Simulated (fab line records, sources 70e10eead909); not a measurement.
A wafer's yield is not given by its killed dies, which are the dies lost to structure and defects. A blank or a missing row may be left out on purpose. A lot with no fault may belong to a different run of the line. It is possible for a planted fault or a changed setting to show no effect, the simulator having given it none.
Matching of chambers -- flow nand harc -- 4 sister chambers for NHARC_A_SGD_CUT_DESCUM_14 on rie diel-05
The step chemistry O2, time 3 s. 7 wafers are shown with their chamber, then 7 later ones without.

== EACH WAFER AND ITS CHAMBER ==
wafer,chamber,drypump motor current A (A),oes product au (a.u.)
L160.2,0,5.0,1.011
L160.5,1,6.5,1.017
L161.4,1,6.4,1.008
L161.5,0,5.0,1.010
L163.1,2,5.2,1.017
L163.6,3,5.7,0.990
L165.1,2,5.2,1.017

== WAFERS WHOSE CHAMBER IS MISSING ==
wafer,drypump motor current A (A),oes product au (a.u.)
L165.5,5.6,0.991
L173.1,6.5,1.015
L173.3,5.2,1.016
L173.6,5.2,1.008
L174.2,5.0,0.974
L174.5,5.7,0.980
L174.6,5.3,1.001

== WHICH CHAMBER EACH ONE RAN IN ==
wafer,from the rows above,in truth
L165.5,3,3
L173.1,1,1
L173.3,2,2
L173.6,2,2
L174.2,0,0
L174.5,3,3
L174.6,2,2
Correct placement for 7 of the 7. Not placeable from these rows: 0. 0 placed wrongly.
How it was worked out, from the rows above alone: a wafer's distance from a chamber is the root of the sum, over the readings, of the square of ((its reading less the chamber's mean) divided by the reading's scatter). If the next closest chamber is less than 2 further off than the closest, the wafer can't be placed; otherwise it belongs to the closest. For every chamber, the mean is computed from those of its wafers that are shown. The scatter is the square root of a quotient: the sum, over the shown wafers, of each reading's squared deviation from its chamber's mean, divided by wafers minus chambers.
